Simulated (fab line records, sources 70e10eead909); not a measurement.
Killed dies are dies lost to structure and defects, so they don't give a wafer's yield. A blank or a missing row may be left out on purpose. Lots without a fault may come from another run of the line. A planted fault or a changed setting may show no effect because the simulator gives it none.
Chamber matching | flow nand_harc | NHARC_A_WL_FILL_ALD_10 on ald_hk-03: 4 sister chambers
The step deposits SiO2, target thk 50 nm, pulse time 10 s, ald cycles 500. 8 wafers are shown with their chamber, then 7 later ones without.

WAFERS WITH THEIR CHAMBER
wafer  | chamber | heater_power_w (W) | precursor_pulse_height_rel
L906.1 | 3       | 478                | 0.987
L906.5 | 2       | 455                | 1.007
L907.1 | 2       | 463                | 0.996
L913.1 | 3       | 513                | 1.016
L913.4 | 1       | 520                | 1.024
L913.6 | 0       | 381                | 1.004
L912.1 | 1       | 540                | 1.017
L912.2 | 0       | 378                | 1.001

WAFERS WITHOUT THEIR CHAMBER
wafer  | heater_power_w (W) | precursor_pulse_height_rel
L912.4 | 453                | 1.002
L917.1 | 378                | 0.972
L917.4 | 528                | 1.004
L917.5 | 382                | 0.973
L924.1 | 545                | 0.994
L924.2 | 458                | 1.005
L924.3 | 508                | 1.023

WHICH CHAMBER EACH WENT THROUGH
wafer  | from the rows above     | in truth
L912.4 | 2                       | 2
L917.1 | 0                       | 0
L917.4 | can't be placed: 1 or 3 | 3
L917.5 | 0                       | 0
L924.1 | can't be placed: 1 or 3 | 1
L924.2 | 2                       | 2
L924.3 | can't be placed: 1 or 3 | 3
Placed correctly: 4 of 7. Can't be placed from these rows: 3 (the true chamber is among the candidates in 3). Placed wrongly: 0.
How it was worked out, from the rows above alone: a wafer's distance from a chamber is the root of the sum, over the readings, of the square of ((its reading less the chamber's mean) divided by the reading's scatter). The wafer belongs to the nearest chamber; if the next one is less than 2 further off, it can't be placed. A chamber's mean is the mean of its shown wafers. The scatter: the root of (the sum of the squares of (reading less its chamber's mean) over the shown wafers, divided by (wafers less chambers)).
